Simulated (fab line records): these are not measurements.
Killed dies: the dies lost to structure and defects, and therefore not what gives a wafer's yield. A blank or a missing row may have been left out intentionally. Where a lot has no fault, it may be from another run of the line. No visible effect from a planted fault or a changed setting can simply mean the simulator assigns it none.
Which tool did it? / flow nand_harc / 12 lots, 36 wafers sampled, at 5 steps of a route of 1159

WHAT EACH GAUGE READ, for each wafer
NHARC_HYBRID_BOND_OVL_MEAS_05.
lot=L385; measured=day 18 09:51; on=overlay-02; overlay_x_nm (nm)=25 -32 24; overlay_y_nm (nm)=23 20 -22
lot=L386; measured=day 18 17:13; on=overlay-02; overlay_x_nm (nm)=12 -23 24; overlay_y_nm (nm)=40 -45 22
lot=L390; measured=day 18 22:15; on=overlay-02; overlay_x_nm (nm)=22 0 -12; overlay_y_nm (nm)=21 38 39
lot=L388; measured=day 18 22:15; on=overlay-01; overlay_x_nm (nm)=-24 -66 -5; overlay_y_nm (nm)=44 0 -12
lot=L389; measured=day 18 22:15; on=overlay-02; overlay_x_nm (nm)=-3 4 6; overlay_y_nm (nm)=-17 11 -30
lot=L387; measured=day 19 04:33; on=overlay-02; overlay_x_nm (nm)=36 -29 -31; overlay_y_nm (nm)=33 40 12
lot=L396; measured=day 21 14:51; on=overlay-02; overlay_x_nm (nm)=8 -44 -27; overlay_y_nm (nm)=-3 -27 -35
lot=L397; measured=day 21 14:52; on=overlay-02; overlay_x_nm (nm)=15 -17 63; overlay_y_nm (nm)=43 13 -27
lot=L404; measured=day 23 04:20; on=overlay-02; overlay_x_nm (nm)=-16 17 18; overlay_y_nm (nm)=1 -4 -25
lot=L407; measured=day 23 15:17; on=overlay-02; overlay_x_nm (nm)=14 35 26; overlay_y_nm (nm)=68 56 39
lot=L406; measured=day 23 21:19; on=overlay-02; overlay_x_nm (nm)=-2 20 -43; overlay_y_nm (nm)=20 52 11
lot=L408; measured=day 24 07:11; on=overlay-02; overlay_x_nm (nm)=1 -47 38; overlay_y_nm (nm)=20 63 35

NHARC_END_SORT_01.
lot=L386; measured=day 19 11:17; on=prober-01; defect_limited_yield (%)=93.8 96.0 96.2; killed_at_array=39 27 25; killed_at_other=0 0 1; killed_at_periphery=3 0 0; killed_dies=42 27 26; killed_open=5 1 2; killed_short=5 2 1; sort_bin_2_pct (%)=0.9 1.0 1.5; sort_bin_3_pct (%)=0.44 0 0.15; sort_bin_4_pct (%)=4.9 3.0 2.2; sort_n_pass=635 650 651; sort_rim_yield_pct (%)=96 94 95; sort_yield_pct (%)=93.8 96.0 96.2
lot=L390; measured=day 19 15:57; on=prober-02; defect_limited_yield (%)=96.6 97.3 96.8; killed_at_array=20 16 17; killed_at_other=1 1 1; killed_at_periphery=2 1 4; killed_dies=23 18 22; killed_open=6 2 7; killed_short=1 2 3; sort_bin_2_pct (%)=1.5 0.6 1.0; sort_bin_3_pct (%)=0.15 0 0; sort_bin_4_pct (%)=1.8 2.1 2.2; sort_n_pass=654 659 655; sort_rim_yield_pct (%)=95 96 95; sort_yield_pct (%)=96.6 97.3 96.8
lot=L396; measured=day 22 08:16; on=prober-02; defect_limited_yield (%)=0 0 0; killed_at_array=31 44 35; killed_at_other=642 628 632; killed_at_periphery=4 5 10; killed_dies=677 677 677; killed_open=3 3 1; killed_short=3 2 3; sort_bin_2_pct (%)=95.7 94.7 94.7; sort_bin_3_pct (%)=0.74 0.30 0.44; sort_bin_4_pct (%)=3.5 5.0 4.9; sort_n_pass=0 0 0; sort_rim_yield_pct (%)=0 0 0; sort_yield_pct (%)=0 0 0
lot=L397; measured=day 22 17:40; on=prober-02; defect_limited_yield (%)=0 0 0; killed_at_array=31 27 34; killed_at_other=642 647 639; killed_at_periphery=4 3 4; killed_dies=677 677 677; killed_open=2 2 3; killed_short=3 1 2; sort_bin_2_pct (%)=96.3 97.0 96.6; sort_bin_3_pct (%)=0.30 0.30 0.30; sort_bin_4_pct (%)=3.4 2.7 3.1; sort_n_pass=0 0 0; sort_rim_yield_pct (%)=0 0 0; sort_yield_pct (%)=0 0 0

EACH LOT AND THE TOOL THAT RAN IT (in order: tool; ch and the chambers of the sampled wafers; start)
lot=L385; NHARC_THIN_TSV_ETCH_44=rie_diel-07 ch 0,1,2, day 18 13:54; NHARC_THIN_TSV_PVD_51=pvd_sputter-03, day 18 16:43; NHARC_THIN_TSV_ANNEAL_52=rtp_anneal-01 ch 0, day 18 17:37
lot=L386; NHARC_THIN_TSV_ETCH_44=rie_diel-11 ch 0,1,2, day 18 20:10; NHARC_THIN_TSV_PVD_51=pvd_sputter-01, day 18 22:55; NHARC_THIN_TSV_ANNEAL_52=rtp_anneal-01 ch 0, day 18 23:49
lot=L390; NHARC_THIN_TSV_ETCH_44=rie_diel-04 ch 0,3, day 19 01:13; NHARC_THIN_TSV_PVD_51=pvd_sputter-03, day 19 04:15; NHARC_THIN_TSV_ANNEAL_52=rtp_anneal-01 ch 0, day 19 05:10
lot=L388; NHARC_THIN_TSV_ETCH_44=rie_diel-07 ch 1,2,3, day 19 02:34; NHARC_THIN_TSV_PVD_51=pvd_sputter-02, day 19 05:21; NHARC_THIN_TSV_ANNEAL_52=rtp_anneal-01 ch 0, day 19 06:20
lot=L389; NHARC_THIN_TSV_ETCH_44=rie_diel-11 ch 1,2,3, day 19 03:38; NHARC_THIN_TSV_PVD_51=pvd_sputter-02, day 19 06:27; NHARC_THIN_TSV_ANNEAL_52=rtp_anneal-02 ch 0, day 19 07:21
lot=L387; NHARC_THIN_TSV_ETCH_44=rie_diel-11 ch 2,3, day 19 07:50; NHARC_THIN_TSV_PVD_51=pvd_sputter-03, day 19 10:43; NHARC_THIN_TSV_ANNEAL_52=rtp_anneal-01 ch 0, day 19 11:37
lot=L396; NHARC_THIN_TSV_ETCH_44=rie_diel-11 ch 1,2,3, day 21 18:54; NHARC_THIN_TSV_PVD_51=pvd_sputter-01, day 21 21:59; NHARC_THIN_TSV_ANNEAL_52=rtp_anneal-01 ch 0, day 21 22:53
lot=L397; NHARC_THIN_TSV_ETCH_44=rie_diel-04 ch 2,3, day 21 20:15; NHARC_THIN_TSV_PVD_51=pvd_sputter-02, day 21 23:02; NHARC_THIN_TSV_ANNEAL_52=rtp_anneal-01 ch 0, day 22 00:03
lot=L404; NHARC_THIN_TSV_ETCH_44=rie_diel-04 ch 1,3, day 23 09:38; NHARC_THIN_TSV_PVD_51=pvd_sputter-02, day 23 12:29; NHARC_THIN_TSV_ANNEAL_52=rtp_anneal-02 ch 0, day 23 13:28
lot=L407; NHARC_THIN_TSV_ETCH_44=rie_diel-04 ch 2,3, day 23 19:20; NHARC_THIN_TSV_PVD_51=pvd_sputter-03, day 23 22:10; NHARC_THIN_TSV_ANNEAL_52=rtp_anneal-01 ch 0, day 23 23:14
lot=L406; NHARC_THIN_TSV_ETCH_44=rie_diel-04 ch 0,1,2, day 24 00:30; NHARC_THIN_TSV_PVD_51=pvd_sputter-02, day 24 04:01; NHARC_THIN_TSV_ANNEAL_52=rtp_anneal-02 ch 0, day 24 05:04
lot=L408; NHARC_THIN_TSV_ETCH_44=rie_diel-04 ch 2,3, day 24 10:35; NHARC_THIN_TSV_PVD_51=pvd_sputter-02, day 24 13:34; NHARC_THIN_TSV_ANNEAL_52=rtp_anneal-01 ch 0, day 24 14:28
- NHARC_THIN_TSV_ETCH_44: etches the open film in CF4/O2, target depth 1594.2 nm, time 797.1 s.
- NHARC_THIN_TSV_PVD_51: deposits Cu, target thk 100 nm.
- NHARC_THIN_TSV_ANNEAL_52: time 90 s.

WHAT THE TOOLS THEMSELVES READ (means of the sampled wafers that have a number; where no wafer has one, the mark that the record gives instead)
NHARC_THIN_TSV_ETCH_44.
lot=L385; tool=rie_diel-07; drypump_motor_current_A (A)=5.5; oes_product_au (a.u.)=0.997; rf_fwd_power_W (W)=300.3; rf_vpp_V (V)=798; showerhead_plenum_p_Torr (Torr)=1.89; throttle_valve_pct (%)=16.913
lot=L386; tool=rie_diel-11; drypump_motor_current_A (A)=5.9; oes_product_au (a.u.)=1.000; rf_fwd_power_W (W)=299.4; rf_vpp_V (V)=795; showerhead_plenum_p_Torr (Torr)=1.85; throttle_valve_pct (%)=16.911
lot=L390; tool=rie_diel-04; drypump_motor_current_A (A)=5.8; oes_product_au (a.u.)=1.011; rf_fwd_power_W (W)=299.5; rf_vpp_V (V)=789; showerhead_plenum_p_Torr (Torr)=1.76; throttle_valve_pct (%)=16.918
lot=L388; tool=rie_diel-07; drypump_motor_current_A (A)=5.8; oes_product_au (a.u.)=1.006; rf_fwd_power_W (W)=299.9; rf_vpp_V (V)=793; showerhead_plenum_p_Torr (Torr)=1.82; throttle_valve_pct (%)=16.910
lot=L389; tool=rie_diel-11; drypump_motor_current_A (A)=6.1; oes_product_au (a.u.)=0.998; rf_fwd_power_W (W)=300.0; rf_vpp_V (V)=793; showerhead_plenum_p_Torr (Torr)=1.80; throttle_valve_pct (%)=16.905
lot=L387; tool=rie_diel-11; drypump_motor_current_A (A)=6.0; oes_product_au (a.u.)=1.004; rf_fwd_power_W (W)=299.2; rf_vpp_V (V)=795; showerhead_plenum_p_Torr (Torr)=1.84; throttle_valve_pct (%)=16.914
lot=L396; tool=rie_diel-11; drypump_motor_current_A (A)=6.1; oes_product_au (a.u.)=1.000; rf_fwd_power_W (W)=299.0; rf_vpp_V (V)=792; showerhead_plenum_p_Torr (Torr)=1.80; throttle_valve_pct (%)=16.919
lot=L397; tool=rie_diel-04; drypump_motor_current_A (A)=5.9; oes_product_au (a.u.)=0.993; rf_fwd_power_W (W)=298.7; rf_vpp_V (V)=788; showerhead_plenum_p_Torr (Torr)=1.75; throttle_valve_pct (%)=16.912
lot=L404; tool=rie_diel-04; drypump_motor_current_A (A)=5.7; oes_product_au (a.u.)=0.990; rf_fwd_power_W (W)=298.2; rf_vpp_V (V)=794; showerhead_plenum_p_Torr (Torr)=1.81; throttle_valve_pct (%)=16.907
lot=L407; tool=rie_diel-04; drypump_motor_current_A (A)=5.9; oes_product_au (a.u.)=0.991; rf_fwd_power_W (W)=300.5; rf_vpp_V (V)=788; showerhead_plenum_p_Torr (Torr)=1.73; throttle_valve_pct (%)=16.909
lot=L406; tool=rie_diel-04; drypump_motor_current_A (A)=5.7; oes_product_au (a.u.)=0.992; rf_fwd_power_W (W)=300.2; rf_vpp_V (V)=793; showerhead_plenum_p_Torr (Torr)=1.80; throttle_valve_pct (%)=16.914
lot=L408; tool=rie_diel-04; drypump_motor_current_A (A)=5.9; oes_product_au (a.u.)=1.001; rf_fwd_power_W (W)=300.0; rf_vpp_V (V)=789; showerhead_plenum_p_Torr (Torr)=1.74; throttle_valve_pct (%)=16.916

NHARC_THIN_TSV_PVD_51.
lot=L385; tool=pvd_sputter-03; chamber_pressure_pa (Pa)=4.997; throttle_valve_pct (%)=30.1
lot=L386; tool=pvd_sputter-01; chamber_pressure_pa (Pa)=4.998; throttle_valve_pct (%)=30.4
lot=L390; tool=pvd_sputter-03; chamber_pressure_pa (Pa)=4.980; throttle_valve_pct (%)=30.1
lot=L388; tool=pvd_sputter-02; chamber_pressure_pa (Pa)=4.990; throttle_valve_pct (%)=30.6
lot=L389; tool=pvd_sputter-02; chamber_pressure_pa (Pa)=5.002; throttle_valve_pct (%)=29.7
lot=L387; tool=pvd_sputter-03; chamber_pressure_pa (Pa)=5.007; throttle_valve_pct (%)=30.5
lot=L396; tool=pvd_sputter-01; chamber_pressure_pa (Pa)=-; throttle_valve_pct (%)=-
lot=L397; tool=pvd_sputter-02; chamber_pressure_pa (Pa)=-; throttle_valve_pct (%)=-
lot=L404; tool=pvd_sputter-02; chamber_pressure_pa (Pa)=4.996; throttle_valve_pct (%)=30.0
lot=L407; tool=pvd_sputter-03; chamber_pressure_pa (Pa)=4.998; throttle_valve_pct (%)=30.3
lot=L406; tool=pvd_sputter-02; chamber_pressure_pa (Pa)=5.008; throttle_valve_pct (%)=30.3
lot=L408; tool=pvd_sputter-02; chamber_pressure_pa (Pa)=4.998; throttle_valve_pct (%)=29.7

NHARC_THIN_TSV_ANNEAL_52.
lot=L385 tool=rtp_anneal-01 wafer_temp_C_max=226.11
lot=L386 tool=rtp_anneal-01 wafer_temp_C_max=226.14
lot=L390 tool=rtp_anneal-01 wafer_temp_C_max=226.24
lot=L388 tool=rtp_anneal-01 wafer_temp_C_max=226.04
lot=L389 tool=rtp_anneal-02 wafer_temp_C_max=226.69
lot=L387 tool=rtp_anneal-01 wafer_temp_C_max=225.99
lot=L396 tool=rtp_anneal-01 wafer_temp_C_max=226.23
lot=L397 tool=rtp_anneal-01 wafer_temp_C_max=226.12
lot=L404 tool=rtp_anneal-02 wafer_temp_C_max=226.41
lot=L407 tool=rtp_anneal-01 wafer_temp_C_max=226.23
lot=L406 tool=rtp_anneal-02 wafer_temp_C_max=226.15
lot=L408 tool=rtp_anneal-01 wafer_temp_C_max=225.95

THE ANSWER, worked out from the rows above alone
Rule: the lots themselves supply what counts as usual. The widest of any qualifying gaps counts: lots, ordered by their means at a reading, are off when they make up no more than a third of the lots, leave a main group of 4 or more, and stand apart from it by 3 or more times the standard deviation of that group's means. The tables above print the reading to a certain number of digits; a main group whose means all agree to those digits is not used. A lot without any number at a reading at which 4 lots or more have one is off too. The other lots that the step has rows for count as sound. After the gauges, taken in route order, come the tools' own readings; for these a lot's mean is taken, as printed above. At the first step where some lot is off, the reading lying furthest off is the one used; lots without a number count as furthest.
Off at NHARC_THIN_TSV_PVD_51 (chamber_pressure_pa): L396, L397. Without a number there: L396, L397. Mean 4.997 Pa and standard deviation 0.0077 in the main group.
A tool fits if, at that step or a process step before it, it ran every lot that is off, and no sound lot after the first of them. Of those tried, none fits.

WHAT THE SIMULATOR HAD PUT IN
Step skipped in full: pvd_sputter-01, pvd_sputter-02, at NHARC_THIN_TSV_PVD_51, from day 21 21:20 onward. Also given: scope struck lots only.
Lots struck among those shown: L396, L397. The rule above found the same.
